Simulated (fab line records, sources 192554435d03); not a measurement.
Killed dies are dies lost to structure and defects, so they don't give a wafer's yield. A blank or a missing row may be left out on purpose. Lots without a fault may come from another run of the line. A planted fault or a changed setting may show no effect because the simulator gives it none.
fab line records | flow n5_finfet
record lots=10 wafers=30 last_day=19
route steps=1938 shown SD_ACTIVATION@330 ILD0@339 BEOL_M4@1111 PASSIVATION@1936
lots that met no fault: from a run of the same line without faults
start_h: hours from the record's first day to the start of the lot's first wafer shown | wait_h: hours since the lot's step before | " the same as in the row above | L1.1+2: a row that stands for several wafers | - no value, or no start given | * or withheld: withheld | < > ~ a bound
route shown NAME@n: a module of which the file shows steps, and the number in the route of the first | usual: mean/standard deviation of fault-free wafers | same: alike in all rows | chamber/n: place in a boat | sites: the reading at each site | _std_site: their standard deviation | _edge_site: outer sites' mean less inner sites' | radius_mm: how far each site lies from the wafer's centre | mask NAME#n: copy n | behind: the tool/chamber that last shaped the wafer | hold: why the lot was held/for how many hours/how that ended | device: the transistor (n, p or np) that didn't switch | end of line: the same wafers' tests at the end of the route | a step without rows: its recipe alone | killed: dies lost to structure and defects at the first sort, not the wafer's yield | map: a wafer's dies, x killed, . not, _ none there
set.NAME: the setting as run; set.NAME@STEP: as run at that earlier step | model.NAME: the simulator's own value behind a step, which no gauge read
steps of the route over a sample of lots; a table a step, a row a wafer
services: from which hour (start_h, from the record's first day; less than 0 if before it) a tool's chamber was out of use, for how many hours, and why
## steps
# step N5_SD_ACTIVATION_RTA_00
# recipe temp_c=975 time_s=0 ambient=N2 idle_temp_c=600 ramp_up_c_per_s=150 ramp_down_c_per_s=60 cool_to_c=600
# usual lamp_power_pct=8.94/0.053 wafer_temp_C_max=974.9/2
# columns lot.wafer tool chamber start_h wait_h lamp_power_pct wafer_temp_C_max
L648.1 rtp_anneal-02 0 72.13 0.0 8.87 977.0
L648.2 " 0 " " 8.97 977.4
L648.4 " 0 " " 9.00 976.6
L651.2 rtp_anneal-02 0 86.41 0.1 8.89 976.5
L651.4 " 0 " " 8.93 974.7
L651.5 " 0 " " 8.84 975.3
L652.2 rtp_anneal-02 0 89.81 0.1 8.94 973.0
L652.3 " 0 " " 9.00 975.8
L652.6 " 0 " " 9.01 974.7
L653.1 rtp_anneal-02 0 99.23 0.0 8.90 975.2
L653.2 " 0 " " 8.99 971.6
L653.6 " 0 " " 8.84 976.1
L654.1 rtp_anneal-02 0 103.45 0.0 8.89 976.8
L654.3 " 0 " " 8.93 973.5
L654.4 " 0 " " 8.91 975.2
L660.1 rtp_anneal-01 0 142.49 0.0 8.91 971.3
L660.3 " 0 " " 9.01 977.0
L660.6 " 0 " " 8.93 976.3
L662.1 rtp_anneal-01 0 148.22 0.1 8.96 975.0
L662.4 " 0 " " 8.91 973.7
L662.6 " 0 " " 8.96 975.2
L664.4 rtp_anneal-01 0 160.09 0.2 8.99 978.3
L664.5 " 0 " " 8.97 974.7
L664.6 " 0 " " 8.92 973.9
L667.2 rtp_anneal-02 0 181.44 0.1 8.98 979.4
L667.4 " 0 " " 8.97 973.9
L667.5 " 0 " " 8.96 976.9
L670.3 rtp_anneal-01 0 205.31 0.1 8.91 974.8
L670.4 " 0 " " 8.87 977.6
L670.5 " 0 " " 8.90 973.1
# step N5_SD_ACTIVATION_LSA_01
# recipe temp_c=1080 time_s=0.0008 ambient=N2
# usual wafer_temp_C_max=1083.8/0.74
# columns lot.wafer tool chamber start_h wait_h wafer_temp_C_max
L648.1 laser_anneal-01 0 72.34 0.2 1083.0
L648.2 " 0 " " 1083.2
L648.4 " 0 " " 1083.4
L651.2 laser_anneal-02 0 86.62 0.2 1084.1
L651.4 " 0 " " 1084.3
L651.5 " 0 " " 1083.5
L652.2 laser_anneal-01 0 90.01 0.2 1084.0
L652.3 " 0 " " 1082.9
L652.6 " 0 " " 1081.8
L653.1 laser_anneal-02 0 99.43 0.2 1083.4
L653.2 " 0 " " 1084.3
L653.6 " 0 " " 1084.4
L654.1 laser_anneal-01 0 103.65 0.2 1085.0
L654.3 " 0 " " 1083.0
L654.4 " 0 " " 1082.6
L660.1 laser_anneal-01 0 142.69 0.2 1046.0
L660.3 " 0 " " 1045.8
L660.6 " 0 " " 1045.7
L662.1 laser_anneal-02 0 148.42 0.2 1083.3
L662.4 " 0 " " 1085.9
L662.6 " 0 " " 1082.7
L664.4 laser_anneal-01 0 160.29 0.2 1046.6
L664.5 " 0 " " 1045.6
L664.6 " 0 " " 1046.0
L667.2 laser_anneal-02 0 181.66 0.2 1084.0
L667.4 " 0 " " 1083.6
L667.5 " 0 " " 1083.0
L670.3 laser_anneal-02 0 205.51 0.2 1082.5
L670.4 " 0 " " 1083.4
L670.5 " 0 " " 1083.1
# step N5_SD_ACTIVATION_RS_MEAS_03
# recipe thk_meas_gauge=four-point-probe
# usual RS_SD_N=21.8/0.33 RS_SD_P=56.0/1
# columns lot.wafer tool chamber start_h wait_h RS_SD_N[ohm/sq] RS_SD_P[ohm/sq]
L648.1 film_metro-01 - 72.54 0.2 21.7 57.0
L648.2 " - " " 21.2 57.7
L648.4 " - " " 21.9 57.0
L651.2 film_metro-01 - 86.81 0.2 21.8 54.9
L651.4 " - " " 21.8 54.1
L651.5 " - " " 22.2 54.4
L652.2 film_metro-02 - 90.20 0.2 22.3 57.2
L652.3 " - " " 22.0 57.6
L652.6 " - " " 22.2 56.3
L653.1 film_metro-01 - 99.63 0.2 22.3 55.6
L653.2 " - " " 22.1 55.5
L653.6 " - " " 22.6 55.5
L654.1 film_metro-02 - 103.85 0.2 21.5 56.2
L654.3 " - " " 21.7 55.5
L654.4 " - " " 21.9 55.3
L660.1 film_metro-02 - 142.89 0.2 25.5 57.1
L660.3 " - " " 25.5 58.1
L660.6 " - " " 25.6 57.2
L662.1 film_metro-01 - 148.63 0.2 21.4 56.2
L662.4 " - " " 21.5 55.9
L662.6 " - " " 21.5 56.4
L664.4 film_metro-01 - 160.46 0.1 26.0 56.0
L664.5 " - " " 25.4 56.6
L664.6 " - " " 25.5 56.5
L667.2 film_metro-01 - 181.85 0.2 21.7 55.5
L667.4 " - " " 22.1 55.7
L667.5 " - " " 21.5 56.3
L670.3 film_metro-01 - 205.70 0.2 21.3 57.0
L670.4 " - " " 21.7 56.8
L670.5 " - " " 21.6 56.6
# step N5_ILD0_THK_MEAS_04
# usual thk_nm=197.1/1
# columns lot.wafer tool chamber start_h wait_h thk_nm
L648.1 film_metro-01 - 75.56 - 198.8
L648.2 " - " " 199.0
L648.4 " - " " 197.0
L651.2 film_metro-01 - 89.93 - 197.6
L651.4 " - " " 197.7
L651.5 " - " " 197.9
L652.2 film_metro-01 - 93.34 - 196.2
L652.3 " - " " 196.4
L652.6 " - " " 198.0
L653.1 film_metro-02 - 103.54 - 198.4
L653.2 " - " " 196.6
L653.6 " - " " 197.0
L654.1 film_metro-02 - 107.24 - 196.2
L654.3 " - " " 194.8
L654.4 " - " " 196.4
L660.1 film_metro-01 - 145.91 - 198.3
L660.3 " - " " 195.8
L660.6 " - " " 196.6
L662.1 film_metro-01 - 152.21 - 195.4
L662.4 " - " " 195.8
L662.6 " - " " 195.7
L664.4 film_metro-01 - 163.44 - 196.2
L664.5 " - " " 195.1
L664.6 " - " " 198.2
L667.2 film_metro-02 - 184.88 - 195.7
L667.4 " - " " 195.9
L667.5 " - " " 195.7
L670.3 film_metro-02 - 208.98 - 197.9
L670.4 " - " " 198.6
L670.5 " - " " 196.4
# step N5_ILD0_INSPECT_06
# recipe inspect_instrument=darkfield mode=post_cmp
# usual raw_defect_count=40/18
# columns lot.wafer tool chamber start_h wait_h raw_defect_count
L648.1 defect_inspect-01 - 79.13 0.0 53
L648.2 " - " " 79
L648.4 " - " " 33
L651.2 defect_inspect-01 - 93.83 0.0 64
L651.4 " - " " 32
L651.5 " - " " 44
L652.2 defect_inspect-02 - 97.47 0.0 25
L652.3 " - " " 36
L652.6 " - " " 28
L653.1 defect_inspect-02 - 107.13 0.0 33
L653.2 " - " " 40
L653.6 " - " " 22
L654.1 defect_inspect-01 - 110.80 0.0 120
L654.3 " - " " 64
L654.4 " - " " 110
L660.1 defect_inspect-02 - 149.47 0.0 35
L660.3 " - " " 25
L660.6 " - " " 26
L662.1 defect_inspect-02 - 155.78 0.0 30
L662.4 " - " " 27
L662.6 " - " " 37
L664.4 defect_inspect-02 - 167.01 0.0 46
L664.5 " - " " 39
L664.6 " - " " 22
L667.2 defect_inspect-02 - 188.45 0.0 54
L667.4 " - " " 57
L667.5 " - " " 53
L670.3 defect_inspect-02 - 212.84 0.0 48
L670.4 " - " " 35
L670.5 " - " " 60
# step N5_BEOL_M4_RC_MEAS_101
# usual DIBL_N=36.1/1.4 DIBL_P=36.3/1.4 IOFF_N=0.154/0.021 IOFF_P=0.21/0.032 ION_N=670/8.1 ION_P=461/7 RC_DENSE_N=19.0/0.37 RC_N=15.52/0.29 REXT_N=75.3/1.5 RS_SD_N=28.3/0.46 SS_N=71.4/0.49 SS_P=73.3/0.5 VT_N=250.4/2.6 VT_P=-250/3.7
# columns lot.wafer tool chamber start_h wait_h DIBL_N[mV/V] DIBL_P[mV/V] IOFF_N[nA/um] IOFF_P[nA/um] ION_N[uA/um] ION_P[uA/um] RC_DENSE_N[ohm.um] RC_N[ohm.um] REXT_N[ohm.um] RS_SD_N[ohm/sq] SS_N[mV/dec] SS_P[mV/dec] VT_N[mV] VT_P[mV]
L648.1 prober-02 0 201.28 0.0 38.2 36.8 0.170 0.20 676 451 19.4 15.82 75.6 28.2 71.7 73.0 246.3 -252
L648.2 " 0 " " 37.8 37.5 0.172 0.20 682 458 19.1 15.55 75.7 27.6 71.7 73.5 248.8 -254
L648.4 " 0 " " 36.8 36.2 0.154 0.18 681 465 19.4 15.88 76.1 28.2 70.8 73.3 248.1 -254
L651.2 prober-02 0 211.23 0.2 33.3 32.9 0.124 0.22 664 472 19.1 15.57 76.6 28.0 70.8 73.2 252.9 -244
L651.4 " 0 " " 36.0 35.6 0.170 0.28 676 475 18.7 15.35 77.4 28.5 71.4 73.1 246.2 -242
L651.5 " 0 " " 34.6 34.2 0.146 0.25 681 480 19.5 15.71 77.1 28.5 71.1 72.8 250.2 -241
L653.1 prober-01 0 221.92 0.0 36.3 36.4 0.141 0.20 665 460 19.1 15.68 78.3 29.1 71.5 73.5 251.3 -251
L653.2 " 0 " " 37.9 38.5 0.176 0.24 677 463 19.2 15.89 77.6 28.5 72.1 74.1 246.2 -249
L653.6 " 0 " " 36.1 35.9 0.143 0.20 666 458 19.2 15.77 77.6 29.2 71.1 73.4 252.1 -250
L654.1 prober-02 0 228.04 0.0 36.0 36.1 0.164 0.26 671 467 18.5 15.17 73.9 28.2 71.0 73.4 248.0 -244
L654.3 " 0 " " 36.1 36.0 0.164 0.26 669 468 18.7 15.27 74.0 28.2 71.2 74.3 248.1 -245
L654.4 " 0 " " 34.7 34.3 0.138 0.24 676 472 18.7 15.30 74.3 28.4 70.9 73.3 251.7 -248
L652.2 prober-02 0 239.01 0.2 35.3 36.6 0.152 0.21 668 458 19.0 15.68 72.8 28.6 71.9 73.1 249.3 -251
L652.3 " 0 " " 34.5 35.5 0.133 0.19 664 456 18.9 15.18 72.7 28.4 71.6 72.4 250.4 -252
L652.6 " 0 " " 35.5 35.6 0.142 0.20 662 455 18.5 14.94 73.0 28.6 71.7 72.9 252.5 -251
L660.1 prober-01 0 260.26 0.0 34.4 35.6 0.138 0.17 668 457 22.0 18.00 83.2 31.9 71.5 73.4 252.8 -256
L660.3 " 0 " " 34.9 35.7 0.136 0.16 665 448 22.3 18.27 82.1 32.1 71.3 73.7 254.2 -257
L660.6 " 0 " " 32.4 31.8 0.100 0.12 641 438 22.4 18.31 82.3 32.7 70.5 72.3 258.6 -259
L662.1 prober-01 0 275.56 0.0 36.9 36.0 0.148 0.18 666 446 19.0 15.46 76.3 27.4 71.9 73.8 250.2 -253
L662.4 " 0 " " 37.6 36.3 0.162 0.19 672 455 19.0 15.35 76.2 27.8 71.6 73.4 248.8 -254
L662.6 " 0 " " 37.7 35.9 0.162 0.19 672 452 18.5 15.05 76.1 27.9 71.9 73.0 248.8 -251
L664.4 prober-01 0 281.82 0.5 34.2 34.6 0.136 0.18 673 467 22.0 17.82 81.7 32.0 71.0 72.9 249.5 -251
L664.5 " 0 " " 33.9 34.4 0.134 0.19 673 461 21.8 18.03 81.7 31.6 70.3 73.2 250.3 -250
L664.6 " 0 " " 36.3 35.7 0.168 0.20 661 458 22.6 18.55 81.3 31.9 70.5 73.6 246.7 -249
L667.2 prober-02 0 328.64 0.2 37.8 38.2 0.167 0.22 665 453 18.6 15.20 75.8 28.2 71.4 73.6 249.4 -250
L667.4 " 0 " " 37.4 37.7 0.154 0.21 661 459 19.1 15.66 76.9 28.7 71.3 73.1 250.7 -251
L667.5 " 0 " " 38.6 39.7 0.186 0.24 679 463 19.1 15.61 76.3 27.9 71.7 73.4 250.4 -251
L670.3 prober-02 0 340.95 0.3 35.5 36.3 0.127 0.17 664 461 19.5 15.91 77.5 27.9 71.0 72.8 254.9 -257
L670.4 " 0 " " 36.7 37.0 0.152 0.19 668 453 19.6 15.92 76.2 28.0 71.5 72.7 252.0 -251
L670.5 " 0 " " 36.2 36.6 0.140 0.18 669 455 19.3 15.70 75.5 28.0 71.4 73.2 257.7 -257
# step N5_PASSIVATION_PROBE_49
# usual defect_limited_yield=91.0/1.6 killed_at_M0_to_M3=35/11 killed_at_M4_up=14/5.1 killed_at_contacts=12/6.6 killed_at_front_end=41/12 killed_at_other=4/3 killed_dies=107/19 killed_on_rim=14/4.6 killed_open=70/15 killed_short=35/8.5 sort_bin_5_function=5.3/1 sort_bin_6_memory=3.4/0.73 sort_bin_8_speed=0.00/0.007 sort_n_pass=1073/19 sort_yield_pct=91.0/1.6
# same gross_dies=1180 killed_at_back_side=0 sort_bin_4_leakage[%]=0
# columns lot.wafer tool chamber start_h wait_h defect_limited_yield[%] killed_at_M0_to_M3 killed_at_M4_up killed_at_contacts killed_at_front_end killed_at_other killed_dies killed_on_rim killed_open killed_short sort_bin_5_function[%] sort_bin_6_memory[%] sort_bin_8_speed[%] sort_n_pass sort_yield_pct[%]
L648.1 prober-01 - 317.68 0.0 87.1 42 17 6 81 6 152 23 82 66 8.1 4.2 0 1028 87.1
L648.2 prober-01 - 317.73 0.1 90.1 24 20 17 52 4 117 21 77 38 5.4 4.0 0 1063 90.1
L648.4 prober-01 - 317.83 0.2 88.9 45 22 12 46 6 131 22 86 41 5.8 4.8 0 1049 88.9
L651.2 prober-02 - 319.71 0.1 89.8 43 10 18 40 9 120 14 79 40 6.0 3.6 0 1060 89.8
L651.4 prober-02 - 319.81 0.2 90.6 48 13 12 34 4 111 17 67 42 5.2 3.7 0 1069 90.6
L651.5 prober-02 - 319.86 0.2 88.7 58 12 14 45 4 133 19 93 40 6.8 4.2 0 1047 88.7
L653.1 prober-01 - 322.45 0.0 91.1 39 14 13 33 6 105 9 78 26 5.2 3.4 0 1075 91.1
L653.2 prober-01 - 322.50 0.1 91.9 22 13 12 46 2 95 11 67 28 5.3 2.5 0 1085 91.9
L653.6 prober-01 - 322.70 0.3 89.3 25 16 20 60 5 126 22 92 32 5.8 4.7 0 1054 89.3
L654.1 prober-01 - 332.32 0.0 90.3 40 14 10 46 4 114 24 82 30 5.8 3.8 0 1066 90.3
L654.3 prober-01 - 332.42 0.1 90.5 38 19 12 41 2 112 18 75 33 5.2 3.9 0 1068 90.5
L654.4 prober-01 - 332.47 0.2 90.3 32 10 14 58 0 114 9 79 35 5.3 3.8 0 1066 90.3
L652.2 prober-02 - 347.73 0.1 93.7 22 11 6 26 9 74 12 43 28 4.3 1.9 0 1106 93.7
L652.3 prober-02 - 347.78 0.1 90.5 30 27 13 36 6 112 18 74 33 5.6 3.6 0 1068 90.5
L652.6 prober-02 - 347.93 0.3 92.1 27 18 9 37 2 93 12 58 26 5.2 2.5 0 1087 92.1
L660.1 prober-02 - 355.55 0.0 91.7 32 19 10 36 1 98 16 60 37 4.7 3.1 0 1082 91.7
L660.3 prober-02 - 355.65 0.1 91.2 34 14 12 43 1 104 19 67 37 5.1 3.5 0 1076 91.2
L660.6 prober-02 - 355.80 0.3 92.6 31 15 12 27 2 87 9 56 31 4.1 3.2 0.08 1092 92.5
L662.1 prober-01 - 383.79 0.0 88.9 24 12 19 69 7 131 14 81 42 6.3 4.2 0 1049 88.9
L662.4 prober-01 - 383.94 0.2 91.2 22 22 15 41 4 104 13 62 41 5.3 3.2 0 1076 91.2
L662.6 prober-01 - 384.04 0.3 90.5 25 14 16 53 4 112 12 67 42 5.6 3.6 0 1068 90.5
L664.4 prober-02 - 389.06 0.2 90.3 38 8 6 50 13 115 16 60 54 6.4 2.9 0 1065 90.3
L664.5 prober-02 - 389.11 0.2 91.5 38 6 8 42 6 100 14 60 40 4.3 3.7 0 1080 91.5
L664.6 prober-02 - 389.16 0.3 91.7 43 8 12 33 2 98 17 65 32 4.7 3.1 0 1082 91.7
L667.2 prober-01 - 440.45 0.1 88.6 41 12 36 44 1 134 12 82 50 6.6 4.3 0 1046 88.6
L667.4 prober-01 - 440.55 0.2 88.3 70 11 11 42 4 138 11 87 50 6.1 5.3 0 1042 88.3
L667.5 prober-01 - 440.60 0.2 87.5 42 11 17 70 7 147 28 90 54 6.8 4.9 0 1033 87.5
L670.3 prober-01 - 463.52 0.1 92.0 30 14 14 32 4 94 12 63 29 4.6 3.0 0 1086 92.0
L670.4 prober-01 - 463.57 0.2 93.1 32 13 12 20 4 81 8 59 21 3.9 3.0 0 1099 93.1
L670.5 prober-01 - 463.62 0.2 93.1 19 7 26 17 13 82 12 54 28 4.7 2.0 0 1098 93.1
# killed by level:class
L648.1 STI_FIN_REVEAL:geometric_particle:open=21 BEOL_M0_SAQP:geometric_particle:short=20 FIN_SAQP:geometric_particle:open=12 GATE_CUT:geometric_particle:short=12 FIN_SAQP:geometric_particle:short=11 BEOL_M0_SAQP:geometric_particle:open=11 STI_FIN_REVEAL:geometric_particle:short=6 BEOL_M1:geometric_particle:open=5
L648.2 MOL_CONTACT_COAG:geometric_particle:open=16 FIN_SAQP:geometric_particle:short=12 FIN_SAQP:geometric_particle:open=10 GATE_CUT:geometric_particle:short=7 BEOL_M7:geometric_particle:open=6 DUMMY_GATE:geometric_particle:open=5 BEOL_M4:geometric_particle:open=5 BEOL_M2:geometric_particle:open=5
L648.4 BEOL_M0_SAQP:geometric_particle:short=17 FIN_SAQP:geometric_particle:open=16 BEOL_M0_SAQP:geometric_particle:open=11 MOL_CONTACT_COAG:geometric_particle:open=9 FIN_SAQP:geometric_particle:short=7 BEOL_M4:geometric_particle:open=7 STARTING-WAFER:geometric_particle:open=6 BEOL_M1:geometric_particle:open=5
L651.2 MOL_CONTACT_COAG:geometric_particle:open=12 STI_FIN_REVEAL:geometric_particle:open=11 BEOL_M0_SAQP:geometric_particle:short=11 BEOL_M0_SAQP:geometric_particle:open=9 BEOL_M3:geometric_particle:open=7 FIN_SAQP:geometric_particle:open=6 MOL_CONTACT_COAG:geometric_particle:short=6 FIN_SAQP:geometric_particle:short=5
L651.4 BEOL_M0_SAQP:geometric_particle:short=16 BEOL_M0_SAQP:geometric_particle:open=14 MOL_CONTACT_COAG:geometric_particle:open=10 STI_FIN_REVEAL:geometric_particle:open=8 FIN_SAQP:geometric_particle:short=5 BEOL_M1:geometric_particle:open=5 BEOL_M4:geometric_particle:open=5 GATE_CUT:geometric_particle:open=4
L651.5 STI_FIN_REVEAL:geometric_particle:open=17 BEOL_M0_SAQP:geometric_particle:open=17 BEOL_M0_SAQP:geometric_particle:short=15 MOL_CONTACT_COAG:geometric_particle:open=10 BEOL_M1:geometric_particle:open=9 BEOL_M4:geometric_particle:open=7 FIN_SAQP:geometric_particle:open=6 FIN_SAQP:geometric_particle:short=6
L653.1 BEOL_M1:geometric_particle:open=14 MOL_CONTACT_COAG:geometric_particle:open=11 STI_FIN_REVEAL:geometric_particle:open=10 BEOL_M0:geometric_particle:open=6 FIN_SAQP:geometric_particle:short=5 BEOL_M0_SAQP:geometric_particle:open=5 GATE_CUT:geometric_particle:short=5 MIM_TOP_ETCH:geometric_particle:open=5
L653.2 MOL_CONTACT_COAG:geometric_particle:open=11 FIN_SAQP:geometric_particle:open=10 STI_FIN_REVEAL:geometric_particle:open=8 FIN_SAQP:geometric_particle:short=7 BEOL_M1:geometric_particle:open=7 STARTING-WAFER:geometric_particle:short=5 GATE_CUT:geometric_particle:open=4 BEOL_M0_SAQP:geometric_particle:open=4
L653.6 STI_FIN_REVEAL:geometric_particle:open=17 MOL_CONTACT_COAG:geometric_particle:open=14 BEOL_M2:geometric_particle:open=11 FIN_SAQP:geometric_particle:open=6 SPACER0:geometric_particle:open=6 MOL_CONTACT_COAG:geometric_particle:short=6 STI_FIN_REVEAL:geometric_particle:short=4 SPACER0:geometric_particle:short=4
L654.1 STI_FIN_REVEAL:geometric_particle:open=13 BEOL_M0_SAQP:geometric_particle:open=10 MOL_CONTACT_COAG:geometric_particle:open=9 FIN_SAQP:geometric_particle:open=8 DUMMY_GATE:geometric_particle:open=8 BEOL_M0_SAQP:geometric_particle:short=7 BEOL_M1:geometric_particle:open=6 BEOL_M2:geometric_particle:open=5
L654.3 BEOL_M0_SAQP:geometric_particle:open=14 STI_FIN_REVEAL:geometric_particle:open=12 MOL_CONTACT_COAG:geometric_particle:open=11 BEOL_M4:geometric_particle:open=7 ILD0:geometric_particle:open=6 GATE_CUT:geometric_particle:short=5 BEOL_M3:geometric_particle:open=5 BEOL_M3:geometric_particle:short=5
L654.4 FIN_SAQP:geometric_particle:open=17 STI_FIN_REVEAL:geometric_particle:open=12 MOL_CONTACT_COAG:geometric_particle:open=12 BEOL_M0_SAQP:geometric_particle:open=12 BEOL_M0_SAQP:geometric_particle:short=9 FIN_SAQP:geometric_particle:short=6 DUMMY_GATE:geometric_particle:open=6 ILD0:geometric_particle:open=3
L652.2 STI_FIN_REVEAL:geometric_particle:open=10 BEOL_M2:geometric_particle:open=7 BEOL_M3:geometric_particle:open=5 FIN_SAQP:geometric_particle:open=4 BEOL_M0:geometric_particle:short=4 PAD_METAL:geometric_particle:open=4 PAD_METAL:geometric_particle:short=4 FIN_SAQP:geometric_particle:short=3
L652.3 STI_FIN_REVEAL:geometric_particle:open=19 MOL_CONTACT_COAG:geometric_particle:open=9 BEOL_M2:geometric_particle:open=7 BEOL_M1:geometric_particle:open=6 BEOL_M5:geometric_particle:open=6 FIN_SAQP:geometric_particle:short=4 BEOL_M0_SAQP:geometric_particle:open=4 BEOL_M0_SAQP:geometric_particle:short=4
L652.6 STI_FIN_REVEAL:geometric_particle:open=12 MOL_CONTACT_COAG:geometric_particle:open=7 BEOL_M0_SAQP:geometric_particle:open=6 BEOL_M2:geometric_particle:open=6 BEOL_M6:geometric_particle:open=5 BEOL_M1:geometric_particle:open=4 BEOL_M3:geometric_particle:open=4 BEOL_M4:geometric_particle:open=4
L660.1 BEOL_M0_SAQP:geometric_particle:short=14 MOL_CONTACT_COAG:geometric_particle:open=9 FIN_SAQP:geometric_particle:open=8 BEOL_M0_SAQP:geometric_particle:open=8 FIN_SAQP:geometric_particle:short=7 BEOL_M5:geometric_particle:open=6 BEOL_M1:geometric_particle:open=5 STI_FIN_REVEAL:geometric_particle:open=4
L660.3 BEOL_M0_SAQP:geometric_particle:open=11 STI_FIN_REVEAL:geometric_particle:open=10 MOL_CONTACT_COAG:geometric_particle:open=10 FIN_SAQP:geometric_particle:open=7 BEOL_M0_SAQP:geometric_particle:short=7 FIN_SAQP:geometric_particle:short=4 STI_FIN_REVEAL:geometric_particle:short=4 DUMMY_GATE:geometric_particle:open=4
L660.6 MOL_CONTACT_COAG:geometric_particle:open=10 BEOL_M0_SAQP:geometric_particle:short=8 BEOL_M0_SAQP:geometric_particle:open=6 BEOL_M3:geometric_particle:open=6 STI_FIN_REVEAL:geometric_particle:open=5 BEOL_M1:geometric_particle:open=5 BEOL_M4:geometric_particle:open=5 BEOL_M5:geometric_particle:open=5
L662.1 STI_FIN_REVEAL:geometric_particle:open=18 FIN_SAQP:geometric_particle:short=13 MOL_CONTACT_COAG:geometric_particle:open=13 BEOL_M1:geometric_particle:open=10 BEOL_M4:geometric_particle:open=8 DUMMY_GATE:geometric_particle:open=7 MOL_CONTACT_COAG:geometric_particle:short=6 GATE_CUT:geometric_particle:short=5
L662.4 BEOL_M4:geometric_particle:open=14 MOL_CONTACT_COAG:geometric_particle:open=12 BEOL_M1:geometric_particle:open=11 STI_FIN_REVEAL:geometric_particle:open=10 FIN_SAQP:geometric_particle:short=9 GATE_CUT:geometric_particle:short=7 BEOL_M3:geometric_particle:short=4 BEOL_M4:geometric_particle:short=4
L662.6 MOL_CONTACT_COAG:geometric_particle:open=13 STI_FIN_REVEAL:geometric_particle:open=11 FIN_SAQP:geometric_particle:short=9 BEOL_M1:geometric_particle:open=7 FIN_SAQP:geometric_particle:open=6 GATE_CUT:geometric_particle:short=5 STI_FIN_REVEAL:geometric_particle:short=5 BEOL_M4:geometric_particle:open=5
L664.4 BEOL_M0_SAQP:geometric_particle:short=17 FIN_SAQP:geometric_particle:short=16 STI_FIN_REVEAL:geometric_particle:open=8 BEOL_M0_SAQP:geometric_particle:open=8 FIN_SAQP:geometric_particle:open=6 MOL_CONTACT_COAG:geometric_particle:open=5 BEOL_M1:geometric_particle:open=5 MIM_TOP:geometric_particle:open=5
L664.5 BEOL_M0_SAQP:geometric_particle:short=13 FIN_SAQP:geometric_particle:short=11 BEOL_M0_SAQP:geometric_particle:open=11 FIN_SAQP:geometric_particle:open=8 MOL_CONTACT_COAG:geometric_particle:open=7 ILD0:geometric_particle:open=6 BEOL_M1:geometric_particle:open=6 BEOL_M3:geometric_particle:open=6
L664.6 BEOL_M0_SAQP:geometric_particle:short=13 MOL_CONTACT_COAG:geometric_particle:open=11 BEOL_M0_SAQP:geometric_particle:open=9 BEOL_M2:geometric_particle:open=8 BEOL_M3:geometric_particle:open=7 FIN_SAQP:geometric_particle:short=5 STI_FIN_REVEAL:geometric_particle:open=5 BEOL_M1:geometric_particle:open=4
L667.2 MOL_CONTACT_COAG:geometric_particle:open=27 FIN_SAQP:geometric_particle:short=16 FIN_SAQP:geometric_particle:open=12 BEOL_M0_SAQP:geometric_particle:short=11 BEOL_M0_SAQP:geometric_particle:open=10 MOL_CONTACT_COAG:geometric_particle:short=9 BEOL_M2:geometric_particle:open=6 BEOL_M3:geometric_particle:open=6
L667.4 FIN_SAQP:geometric_particle:open=20 BEOL_M0_SAQP:geometric_particle:short=17 BEOL_M3:geometric_particle:open=13 BEOL_M0_SAQP:geometric_particle:open=12 BEOL_M2:geometric_particle:open=12 FIN_SAQP:geometric_particle:short=11 MOL_CONTACT_COAG:geometric_particle:open=9 BEOL_M4:geometric_particle:open=9
L667.5 FIN_SAQP:geometric_particle:short=20 FIN_SAQP:geometric_particle:open=17 BEOL_M2:geometric_particle:open=15 MOL_CONTACT_COAG:geometric_particle:open=15 BEOL_M0_SAQP:geometric_particle:open=9 DUMMY_GATE:geometric_particle:open=6 GATE_CUT:geometric_particle:short=6 BEOL_M0_SAQP:geometric_particle:short=6
L670.3 DUMMY_GATE:geometric_particle:open=12 MOL_CONTACT_COAG:geometric_particle:open=10 BEOL_M0_SAQP:geometric_particle:open=7 BEOL_M0_SAQP:geometric_particle:short=6 BEOL_M3:geometric_particle:open=6 STARTING-WAFER:geometric_particle:open=5 BEOL_M4:geometric_particle:open=5 MOL_CONTACT_COAG:geometric_particle:short=4
L670.4 BEOL_M0_SAQP:geometric_particle:open=17 MOL_CONTACT_COAG:geometric_particle:open=12 BEOL_M4:geometric_particle:open=9 BEOL_M0_SAQP:geometric_particle:short=7 FIN_SAQP:geometric_particle:short=5 STARTING-WAFER:geometric_particle:open=4 FIN_SAQP:geometric_particle:open=3 BEOL_M5:geometric_particle:open=3
L670.5 MOL_CONTACT_COAG:geometric_particle:open=21 BEOL_M0_SAQP:geometric_particle:short=7 MOL_CONTACT_COAG:geometric_particle:short=5 BEOL_M4:geometric_particle:open=5 DUMMY_GATE:geometric_particle:open=4 BEOL_M0_SAQP:geometric_particle:open=4 GATE_CUT:geometric_particle:short=3 BEOL_M2:geometric_particle:open=3
## services
# columns tool chamber start_h hours kind
laser_anneal-02 - 81.43 2.7 pm
laser_anneal-01 - 128.27 1.7 pm
laser_anneal-01 - 146.79 11.3 pm
laser_anneal-02 - 191.01 10.4 pm
## key
first_sign step=N5_SD_ACTIVATION_LSA_01 reading=wafer_temp_C_max direction=down sigmas=51 usual=* struck=*
effect step=N5_SD_ACTIVATION_RS_MEAS_03 reading=RS_SD_N direction=up sigmas=12 usual=21.8 struck=25.6
effect step=N5_BEOL_M4_RC_MEAS_101 reading=RC_N direction=up sigmas=9.2 usual=15.52 struck=18.16
effect step=N5_BEOL_M4_RC_MEAS_101 reading=RC_DENSE_N direction=up sigmas=8.6 usual=19.0 struck=22.2
effect step=N5_BEOL_M4_RC_MEAS_101 reading=RS_SD_N direction=up sigmas=8.2 usual=28.3 struck=32.0
effect step=N5_BEOL_M4_RC_MEAS_101 reading=REXT_N direction=up sigmas=4.4 usual=75.3 struck=82.0
met_at N5_SD_ACTIVATION_LSA_01
struck_lots L660,L664
not_acting_at N5_SD_ACTIVATION_RTA_00,N5_ILD0_THK_MEAS_04,N5_ILD0_INSPECT_06
onset_between 103.65 142.69
fault kind=process_parameter_drift tool=laser_anneal-01 chamber=- onset_h=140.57 steps=N5_SD_ACTIVATION_LSA_01 channel=temp_c offset=* shape=step end_h=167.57 stated=*
